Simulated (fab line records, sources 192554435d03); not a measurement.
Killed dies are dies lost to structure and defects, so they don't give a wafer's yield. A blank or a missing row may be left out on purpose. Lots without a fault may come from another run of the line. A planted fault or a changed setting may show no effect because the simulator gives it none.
A struck lot beside a sound one | flow n5_finfet | 16 steps out of a route of 1938
Sound: wafers L362.1, L362.3, L362.4. Struck: wafers L377.1, L377.4, L377.5. The cause comes at the end.
At each step with rows: each side's tool, then ch and its chambers, then its first start. Under that, the readings that differ: sound wafers | struck wafers | difference of the means | sigmas: that difference in standard deviations of wafers without a fault.
alike: readings whose means differ by less than 2 such deviations, and words and numbers that are the same on both sides. not compared: withheld readings, readings that some wafer has no value for, bounds like >300 that may hide the same value, and numbers for which the record gives no deviation and whose values overlap.
The two part at a step that has a row with sigmas, a row that says differs or no value, or rows on one side only. Numbers that don't overlap but have no deviation are shown without sigmas and don't part them. A reading that every wafer of one side lacks parts them only if that side has two wafers or more.

N5_FIN_SAQP_ETCH_34: etches SiO2 in C4F6/O2, target depth 45 nm, time 15 s.
  sound on rie_diel-05 ch 0,1,2, day 3 20:40; struck on rie_diel-01 ch 0,1,3, day 7 14:59
  alike: drypump_motor_current_A, etch_rf_on_time_s, oes_product_au, rf_vpp_V, showerhead_plenum_p_Torr, throttle_valve_pct
  not compared: rf_hours_counter_h
N5_FIN_SAQP_STRIP_77: strips in N2/H2, time 90 s.
  sound on rie_diel-05 ch 0,1,2, day 3 20:41; struck on rie_diel-01 ch 0,1,3, day 7 15:01
  alike: drypump_motor_current_A, oes_product_au, rf_vpp_V, showerhead_plenum_p_Torr, throttle_valve_pct
  not compared: rf_hours_counter_h
N5_FIN_SAQP_HM_CD_35: target cd 8 nm.
  sound on cd_sem-03, day 3 20:49; struck on cd_sem-02, day 7 15:08
  alike: cd_nm
N5_FIN_SAQP_ETCH_64: etches SiO2 in CF4, target depth 1.5 nm.
  sound on rie_si-05 ch 1,2,3, day 3 20:52; struck on rie_si-04 ch 2,3, day 7 15:11
  alike: drypump_motor_current_A, oes_product_au, throttle_valve_pct
  not compared: rf_hours_counter_h
N5_FIN_SAQP_FIN_ETCH_36: etches the open film in HBr/Cl2/O2, target depth 120 nm, time 50.4 s.
  sound on rie_si-05 ch 1,2,3, day 3 20:53; struck on rie_si-04 ch 2,3, day 7 15:13
  alike: drypump_motor_current_A, oes_product_au, throttle_valve_pct
  not compared: rf_hours_counter_h
N5_FIN_SAQP_CD_MEAS_37: target cd 8 nm.
  sound on cd_sem-03, day 3 21:00; struck on cd_sem-02, day 7 15:20
  alike: cd_nm
then, 3 steps without rows for these wafers: N5_FIN_SAQP_PRECLEAN_38 (cleans in O3/DIW, time 45 s); N5_FIN_SAQP_PRECLEAN_45 (cleans in dHF, time 10 s); N5_FIN_SAQP_SRD_39 (time 30 s).
N5_FIN_SAQP_OCD_MEAS_76:
  sound on ocd-01, day 3 21:07; struck on ocd-01, day 7 15:26
  alike: trench_depth_nm
N5_FIN_SAQP_INSPECT_40: inspects for defects (brightfield).
  sound on defect_inspect-01, day 3 21:08; struck on defect_inspect-02, day 7 15:28
  alike: raw_defect_count
then, 1 step without rows for these wafers: N5_FIN_CUT_COAT_18 (time 60 s, resist thk 230 nm).
N5_FIN_CUT_COAT_19: time 60 s, resist thk 20 nm.
  sound on litho_track-02 ch 0, day 3 21:10; struck on litho_track-02 ch 0, day 7 15:29
  reading          | sound             | struck            | difference | sigmas
  run_length_s (s) | 66.32 66.37 66.34 | 69.43 69.58 69.43 | +3.14      | +12
  alike: exhaust_pa, resist_line_temp_C
then, 1 step without rows for these wafers: N5_FIN_CUT_COAT_29 (time 60 s, resist thk 10 nm).
-- the record jumps here: 8 days lie between the struck wafers' starts before and after (it left off in module FIN_CUT and takes up again in module BEOL_M4, whose first step shown is number 1111 of the route) --
N5_BEOL_M4_RC_MEAS_101:
  sound on prober-01 ch 0, day 10 17:01; struck on prober-01 ch 0, day 15 22:19
  reading        | sound             | struck            | difference | sigmas
  IOFF_N (nA/um) | 0.144 0.161 0.152 | 0.210 0.201 0.219 | +0.058     | +3
  IOFF_P (nA/um) | 0.185 0.192 0.184 | 0.253 0.252 0.272 | +0.072     | +2
  ION_N (uA/um)  | 669 678 675       | 697 692 696       | +21        | +2
  alike: DIBL_N, DIBL_P, ION_P, SS_N, SS_P, VT_N, VT_P
then, 1 step without rows for these wafers: N5_PASSIVATION_PROBE_49.

WHERE THEY PART
First at N5_FIN_CUT_COAT_19; last, within this record, at N5_BEOL_M4_RC_MEAS_101.

WHY: what the simulator had put in
Process parameter drift: litho_track-02, from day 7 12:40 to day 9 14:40, at N5_FIN_CUT_COAT_19. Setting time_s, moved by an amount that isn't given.
